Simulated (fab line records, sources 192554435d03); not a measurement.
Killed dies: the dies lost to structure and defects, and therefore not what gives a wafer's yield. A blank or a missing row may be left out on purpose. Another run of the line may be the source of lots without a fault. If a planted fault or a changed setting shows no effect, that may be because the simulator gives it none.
fab line records	flow n5_finfet
[record] lots = 9	wafers = 27	last_day = 20
route steps=1938 shown BEOL_M7@1299
lots untouched by any fault: they come from a run of this same line in which no faults occurred
start_h: the number of hours between the record's first day and the start of the first shown wafer of the lot	wait_h: hours since the lot's step before	" as in the row above	L1.1+2: one row covering several wafers at once	- no value present, or no start provided	* or withheld: withheld	< > ~ a bound
route shown NAME@n: names a module that has steps shown in the file, with the first one's number in the route	usual: the fault-free wafers' mean and standard deviation	same: alike in all rows	chamber/n: place in a boat	sites: per-site readings	_std_site: their standard deviation	_edge_site: the outer-site mean with the inner-site mean subtracted	radius_mm: for every site, how far away it sits from the centre of the wafer	mask NAME#n: copy n	behind: the most recent tool/chamber to have shaped the wafer	hold: reason for holding the lot/hours on hold/outcome of the hold	device: the transistor (n, p or np) that didn't switch	end of line: the tests these same wafers got at the end of their route	for a step that has no rows: nothing shown but its recipe	killed: dies that structure and defects cost at the first sort, which is not the same as the wafer's yield	map: shows each die of a wafer: x if killed, . if not, _ if none is there
set.NAME: the setting the step ran with; set.NAME@STEP: the setting that earlier step ran with	model.NAME: the simulator's own value behind a step, which no gauge read
the route's steps for a sample of lots (tables are steps, rows are wafers)
services: from which hour (start_h, from the record's first day; less than 0 if before it) a tool's chamber was out of use, for how many hours, and why
[[steps]]
[step N5_BEOL_M7_DESCUM_33]
[recipe] chemistry = O2	time_s = 7	source_power_w = 50	bias_power_w = 20	pressure_mtorr = 20	rf_frequency_hz = 2.712e+07	temp_c = 40	resist = CAR-EUV	o2_flow_sccm = 225
[usual] bias_power_w = 20.00/0.062	drypump_motor_current_A = 5.3/0.47	o2_flow_sccm = 225.1/0.65	oes_product_au = 0.77/0.083	rf_vpp_V = 243.8/1.1	showerhead_plenum_p_Torr = 2.14/0.046	throttle_valve_pct = 20.44/0.21
lot.wafer	tool	chamber	start_h	wait_h	bias_power_w	drypump_motor_current_A	o2_flow_sccm	oes_product_au	rf_hours_counter_h	rf_vpp_V	showerhead_plenum_p_Torr	throttle_valve_pct
L300.2	rie_diel-02	0	219.72	0.3	19.99	5.0	225.0	0.68	210	244.7	2.16	20.56
L300.3	"	2	"	"	19.97	4.8	225.4	0.83	85	244.6	2.20	20.84
L300.5	"	0	"	"	20.06	5.0	226.1	0.68	-	242.1	2.16	20.55
L302.2	rie_diel-02	2	240.39	0.0	20.07	4.8	224.3	0.82	91	245.4	2.20	20.86
L302.3	"	3	"	"	20.05	5.5	226.0	0.80	94	244.5	2.19	20.17
L302.5	"	2	"	"	20.07	4.8	223.8	0.83	-	245.7	2.20	20.86
L303.4	rie_diel-01	3	242.31	0.0	20.03	4.6	225.5	0.73	187	243.1	2.16	20.27
L303.5	"	0	"	"	20.01	5.5	225.5	0.74	-	243.9	2.18	20.28
L303.6	"	1	"	"	20.05	5.7	225.9	0.69	-	244.4	2.15	20.73
L304.1	rie_diel-01	0	248.43	0.1	20.00	5.5	224.9	0.73	163	245.1	2.18	20.29
L304.2	"	2	"	"	19.90	4.9	224.6	0.74	171	243.9	2.10	20.69
L304.6	"	3	"	"	20.04	4.6	225.7	0.73	-	245.8	2.16	20.28
L307.2	rie_diel-01	0	260.50	0.0	20.00	5.5	224.3	0.74	167	242.1	2.18	20.30
L307.5	"	3	"	"	20.08	4.6	224.8	0.72	-	244.9	2.16	20.26
L307.6	"	0	"	"	19.96	5.5	225.2	0.73	-	243.5	2.18	20.28
L312.2	rie_diel-02	1	314.46	0.0	19.95	5.1	225.1	0.73	192	243.8	2.17	20.28
L312.4	"	3	"	"	19.98	5.5	225.0	0.78	-	244.5	2.18	20.20
L312.6	"	0	"	"	19.97	5.0	225.5	0.66	-	243.6	2.15	20.62
L321.1	rie_diel-02	2	379.28	0.0	20.01	4.8	225.0	0.78	125	242.9	2.19	20.90
L321.4	"	2	"	"	19.94	4.8	224.8	0.79	-	244.3	2.19	20.92
L321.5	"	3	"	"	19.92	5.5	226.0	0.77	-	244.5	2.18	20.22
L323.1	rie_diel-04	1	383.04	0.0	20.17	6.1	225.5	0.88	35	245.3	2.22	20.21
L323.4	"	1	"	"	20.07	6.1	225.2	0.88	-	245.9	2.22	20.23
L323.6	"	0	"	"	20.00	6.1	225.0	0.87	-	244.0	2.13	20.48
L322.1	rie_diel-02	0	394.58	0.3	20.03	5.0	223.6	0.96	4	243.3	2.14	20.21
L322.4	"	3	"	"	20.06	5.5	225.6	0.76	138	244.3	2.18	20.25
L322.6	"	2	"	"	20.09	4.8	224.8	0.78	-	243.9	2.19	20.93
[step N5_BEOL_M7_TRENCH_ETCH_37]
[recipe] chemistry = C4F6/O2	target_depth_a = 934.78	target = SiCOH_lowk	time_s = 31.2	ion_energy_ev = 250	pressure_mtorr = 30	source_w = 345	bias_w = 185	Ar_flow_sccm = 300	C4F6_flow_sccm = 10	O2_flow_sccm = 10
[usual] drypump_motor_current_A = 5.3/0.46	oes_f_703_au = 0.77/0.077	oes_product_au = 0.77/0.082	rf_fwd_power_W = 340.6/1.8	rf_vpp_V = 667/6.3	showerhead_plenum_p_Torr = 2.91/0.064	throttle_valve_pct = 20.92/0.2
lot.wafer	tool	chamber	start_h	wait_h	drypump_motor_current_A	oes_f_703_au	oes_product_au	rf_fwd_power_W	rf_hours_counter_h	rf_vpp_V	showerhead_plenum_p_Torr	throttle_valve_pct
L300.2	rie_diel-02	0	219.99	-	5.0	0.69	0.67	340.5	210	671	2.93	21.04
L300.3	"	2	"	"	4.8	0.84	0.82	341.5	85	664	2.99	21.38
L300.5	"	0	"	"	5.1	0.69	0.68	341.3	-	674	2.93	21.03
L302.2	rie_diel-02	2	240.66	-	4.8	0.83	0.82	343.0	91	667	2.99	21.39
L302.3	"	3	"	"	5.5	0.80	0.81	342.4	94	668	2.99	20.68
L302.5	"	2	"	"	4.8	0.84	0.81	342.4	-	664	2.99	21.39
L303.4	rie_diel-01	3	242.59	-	4.7	0.72	0.72	340.8	187	667	2.95	20.79
L303.5	"	0	"	"	5.4	0.75	0.74	341.9	-	671	2.95	20.69
L303.6	"	1	"	"	5.8	0.70	0.68	337.7	-	673	2.92	21.25
L304.1	rie_diel-01	0	248.70	-	5.5	0.75	0.74	340.0	163	670	2.95	20.69
L304.2	"	2	"	"	5.0	0.76	0.75	342.0	171	657	2.83	21.08
L304.6	"	3	"	"	4.7	0.72	0.72	337.9	-	665	2.95	20.79
L307.2	rie_diel-01	0	260.77	-	5.5	0.76	0.74	341.2	168	672	2.95	20.71
L307.5	"	3	"	"	4.7	0.72	0.72	339.2	-	668	2.94	20.81
L307.6	"	0	"	"	5.5	0.75	0.73	340.0	-	670	2.95	20.71
L312.2	rie_diel-02	1	314.74	-	5.1	0.73	0.71	340.9	192	660	2.95	20.80
L312.4	"	3	"	"	5.5	0.77	0.78	341.8	-	669	2.97	20.73
L312.6	"	0	"	"	5.1	0.67	0.66	341.3	-	673	2.91	21.09
L321.1	rie_diel-02	2	379.55	-	4.8	0.57	0.73	257.0	125	765	2.97	21.42
L321.4	"	2	"	"	4.8	0.57	0.73	257.4	-	766	2.97	21.43
L321.5	"	3	"	"	5.5	0.76	0.75	341.9	-	670	2.97	20.76
L323.1	rie_diel-04	1	383.31	-	6.1	0.88	0.88	339.0	35	669	3.02	20.74
L323.4	"	1	"	"	6.1	0.88	0.88	338.8	-	670	3.02	20.73
L323.6	"	0	"	"	6.1	0.85	0.87	339.5	-	678	2.89	20.92
L322.1	rie_diel-02	0	394.85	-	5.1	0.96	0.96	339.4	4	672	2.91	20.73
L322.4	"	3	"	"	5.5	0.76	0.76	341.3	139	670	2.96	20.76
L322.6	"	2	"	"	4.8	0.58	0.72	257.8	-	765	2.97	21.43
[step N5_BEOL_M7_OCD_MEAS_38]
[usual] trench_depth_nm = 92.8/1
lot.wafer	tool	chamber	start_h	wait_h	trench_depth_nm
L300.2	ocd-01	-	220.15	-	90.8
L300.3	"	-	"	"	94.4
L300.5	"	-	"	"	91.3
L302.2	ocd-02	-	240.82	-	93.6
L302.3	"	-	"	"	93.1
L302.5	"	-	"	"	92.8
L303.4	ocd-02	-	242.75	-	91.4
L303.5	"	-	"	"	92.7
L303.6	"	-	"	"	90.9
L304.1	ocd-01	-	248.87	-	93.1
L304.2	"	-	"	"	93.6
L304.6	"	-	"	"	92.5
L307.2	ocd-02	-	260.93	-	92.7
L307.5	"	-	"	"	92.1
L307.6	"	-	"	"	93.0
L312.2	ocd-02	-	314.89	-	92.3
L312.4	"	-	"	"	92.3
L312.6	"	-	"	"	91.3
L321.1	ocd-01	-	379.71	-	82.8
L321.4	"	-	"	"	83.0
L321.5	"	-	"	"	92.0
L323.1	ocd-01	-	383.47	-	94.8
L323.4	"	-	"	"	93.5
L323.6	"	-	"	"	93.8
L322.1	ocd-02	-	395.01	-	93.7
L322.4	"	-	"	"	91.4
L322.6	"	-	"	"	83.7
[step N5_BEOL_M7_CURE_75]
[recipe] temp_c = 370	time_s = 120	ambient = DMADMS/He	material = SiCOH_lowk
[usual] lamp_power_pct = 52.31/0.055	wafer_temp_C_max = 372.2/0.69
lot.wafer	tool	chamber	start_h	wait_h	lamp_power_pct	wafer_temp_C_max
L300.2	uv_cure-01	0	220.39	0.1	52.31	371.1
L300.3	"	0	"	"	52.31	372.0
L300.5	"	0	"	"	52.32	372.3
L302.2	uv_cure-01	2	241.16	0.1	52.27	372.1
L302.3	"	2	"	"	52.26	371.5
L302.5	"	2	"	"	52.36	371.6
L303.4	uv_cure-01	1	243.19	0.2	52.24	373.6
L303.5	"	1	"	"	52.32	372.7
L303.6	"	1	"	"	52.39	372.7
L304.1	uv_cure-01	1	249.26	0.2	52.30	372.7
L304.2	"	1	"	"	52.29	372.3
L304.6	"	1	"	"	52.35	373.1
L307.2	uv_cure-03	1	261.21	0.1	52.28	371.0
L307.5	"	1	"	"	52.29	371.0
L307.6	"	1	"	"	52.21	371.5
L312.2	uv_cure-03	0	315.14	0.1	52.23	372.7
L312.4	"	0	"	"	52.44	372.2
L312.6	"	0	"	"	52.27	372.8
L321.1	uv_cure-01	2	379.91	0.0	52.20	372.1
L321.4	"	2	"	"	52.31	371.8
L321.5	"	2	"	"	52.40	371.9
L323.1	uv_cure-03	1	383.66	0.0	52.20	371.5
L323.4	"	1	"	"	52.28	371.5
L323.6	"	1	"	"	52.35	371.7
L322.1	uv_cure-03	1	395.85	0.6	52.37	371.5
L322.4	"	1	"	"	52.22	371.5
L322.6	"	1	"	"	52.30	371.2
[step N5_BEOL_M7_DEGAS_44]
[recipe] ambient = vacuum	temp_c = 250	time_s = 60
[usual] heater_power_w = 314/39
lot.wafer	tool	chamber	start_h	wait_h	heater_power_w
L300.2	pvd_sputter-01	-	223.17	2.7	284
L300.3	"	-	"	"	309
L300.5	"	-	"	"	290
L302.2	pvd_sputter-03	-	242.11	0.9	417
L302.3	"	-	"	"	307
L302.5	"	-	"	"	250
L303.4	pvd_sputter-03	-	243.62	0.4	245
L303.5	"	-	"	"	311
L303.6	"	-	"	"	251
L304.1	pvd_sputter-01	-	251.03	1.7	355
L304.2	"	-	"	"	302
L304.6	"	-	"	"	297
L307.2	pvd_sputter-02	-	261.49	0.2	321
L307.5	"	-	"	"	347
L307.6	"	-	"	"	299
L312.2	pvd_sputter-02	-	315.66	0.5	315
L312.4	"	-	"	"	287
L312.6	"	-	"	"	281
L321.1	pvd_sputter-02	-	380.28	0.3	281
L321.4	"	-	"	"	353
L321.5	"	-	"	"	319
L323.1	pvd_sputter-02	-	387.06	3.3	305
L323.4	"	-	"	"	322
L323.6	"	-	"	"	319
L322.1	pvd_sputter-02	-	396.17	0.3	304
L322.4	"	-	"	"	295
L322.6	"	-	"	"	317
[step N5_BEOL_M7_THK_MEAS_53]
[recipe] thk_meas_gauge = xrf	reads = Cu_of_BEOL_M7_ECD_50
[usual] M7_THK = 79.2/1.6
lot.wafer	tool	chamber	start_h	wait_h	M7_THK[nm]
L300.2	film_metro-01	-	225.12	-	77.4
L300.3	"	-	"	"	81.5
L300.5	"	-	"	"	77.1
L302.2	film_metro-01	-	244.46	-	78.8
L302.3	"	-	"	"	79.7
L302.5	"	-	"	"	79.3
L303.4	film_metro-02	-	245.59	-	77.0
L303.5	"	-	"	"	78.7
L303.6	"	-	"	"	76.6
L304.1	film_metro-02	-	252.56	-	77.1
L304.2	"	-	"	"	78.1
L304.6	"	-	"	"	77.1
L307.2	film_metro-02	-	263.38	-	77.9
L307.5	"	-	"	"	77.5
L307.6	"	-	"	"	78.4
L312.2	film_metro-02	-	317.22	-	78.2
L312.4	"	-	"	"	79.0
L312.6	"	-	"	"	76.1
L321.1	film_metro-01	-	382.21	-	69.9
L321.4	"	-	"	"	69.4
L321.5	"	-	"	"	77.7
L323.1	film_metro-02	-	388.56	-	80.9
L323.4	"	-	"	"	81.1
L323.6	"	-	"	"	80.7
L322.1	film_metro-02	-	399.11	-	78.7
L322.4	"	-	"	"	76.3
L322.6	"	-	"	"	69.5
[step N5_BEOL_M7_RS_MEAS_57]
[recipe] thk_meas_gauge = four-point-probe	reads = Cu_of_BEOL_M7_ECD_50+Co_of_BEOL_M7_CVD_78+TaN_of_BEOL_M7_ALD_77
[usual] M7_RS = 0.290/0.0061
lot.wafer	tool	chamber	start_h	wait_h	M7_RS[ohm/sq]
L300.2	film_metro-02	-	225.25	0.1	0.297
L300.3	"	-	"	"	0.277
L300.5	"	-	"	"	0.296
L302.2	film_metro-01	-	244.60	0.1	0.292
L302.3	"	-	"	"	0.288
L302.5	"	-	"	"	0.291
L303.4	film_metro-02	-	245.72	0.0	0.298
L303.5	"	-	"	"	0.290
L303.6	"	-	"	"	0.301
L304.1	film_metro-01	-	252.70	0.1	0.295
L304.2	"	-	"	"	0.290
L304.6	"	-	"	"	0.294
L307.2	film_metro-02	-	263.51	0.1	0.293
L307.5	"	-	"	"	0.296
L307.6	"	-	"	"	0.293
L312.2	film_metro-02	-	317.37	0.1	0.298
L312.4	"	-	"	"	0.291
L312.6	"	-	"	"	0.305
L321.1	film_metro-02	-	382.37	0.1	0.336
L321.4	"	-	"	"	0.340
L321.5	"	-	"	"	0.297
L323.1	film_metro-02	-	388.70	0.1	0.283
L323.4	"	-	"	"	0.281
L323.6	"	-	"	"	0.284
L322.1	film_metro-01	-	399.24	0.1	0.293
L322.4	"	-	"	"	0.304
L322.6	"	-	"	"	0.337
[[services]]
tool	chamber	start_h	hours	kind
rie_diel-02	-	195.75	0.3	repair
rie_diel-02	3	210.60	4.7	repair
rie_diel-04	1	237.23	-	clean
rie_diel-04	1	237.23	-	consumable_replace:focus_ring
rie_diel-04	1	237.23	-	consumable_replace:showerhead
rie_diel-04	1	237.23	24.6	scheduled_down
rie_diel-02	-	249.18	0.2	repair
rie_diel-01	1	251.59	-	clean
rie_diel-01	1	251.59	-	consumable_replace:focus_ring
rie_diel-01	1	251.59	17.7	scheduled_down
rie_diel-01	1	251.59	17.7	vent_cycle
rie_diel-01	1	291.76	3.0	repair
rie_diel-02	2	294.86	20.4	repair
uv_cure-03	-	334.74	4.5	pm
rie_diel-01	3	342.61	28.4	repair
rie_diel-01	-	343.93	0.2	repair
rie_diel-02	3	351.99	7.2	repair
rie_diel-02	0	359.19	-	clean
rie_diel-02	0	359.19	-	consumable_replace:focus_ring
rie_diel-02	0	359.19	22.7	scheduled_down
rie_diel-02	0	359.19	22.7	vent_cycle
uv_cure-01	-	368.52	7.5	pm
rie_diel-01	-	383.87	4.3	pm
uv_cure-03	-	393.46	1.0	pm
[[key]]
[first_sign] step = N5_BEOL_M7_TRENCH_ETCH_37	reading = rf_fwd_power_W	direction = down	sigmas = 47	usual = *	struck = *
[effect] step = N5_BEOL_M7_TRENCH_ETCH_37	reading = rf_vpp_V	direction = up	sigmas = 16	usual = 667	struck = 766
[effect] step = N5_BEOL_M7_OCD_MEAS_38	reading = trench_depth_nm	direction = down	sigmas = 9.5	usual = 92.8	struck = 83.1
[effect] step = N5_BEOL_M7_THK_MEAS_53	reading = M7_THK	direction = down	sigmas = 5.8	usual = 79.2	struck = 69.6
[effect] step = N5_BEOL_M7_RS_MEAS_57	reading = M7_RS	direction = up	sigmas = 7.8	usual = 0.290	struck = 0.338
met_at N5_BEOL_M7_TRENCH_ETCH_37
struck_lots L321,L322
struck_wafers L321.1,L321.4,L322.6
not_acting_at N5_BEOL_M7_DESCUM_33,N5_BEOL_M7_CURE_75,N5_BEOL_M7_DEGAS_44
onset_between 240.66 379.55
[fault] kind = process_parameter_drift	tool = rie_diel-02	chamber = 2	onset_h = 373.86	steps = N5_BEOL_M7_TRENCH_ETCH_37	channel = source_w	offset = -82.8	shape = step	end_h = 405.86	acts_in = these_recipes_only	stated = 345
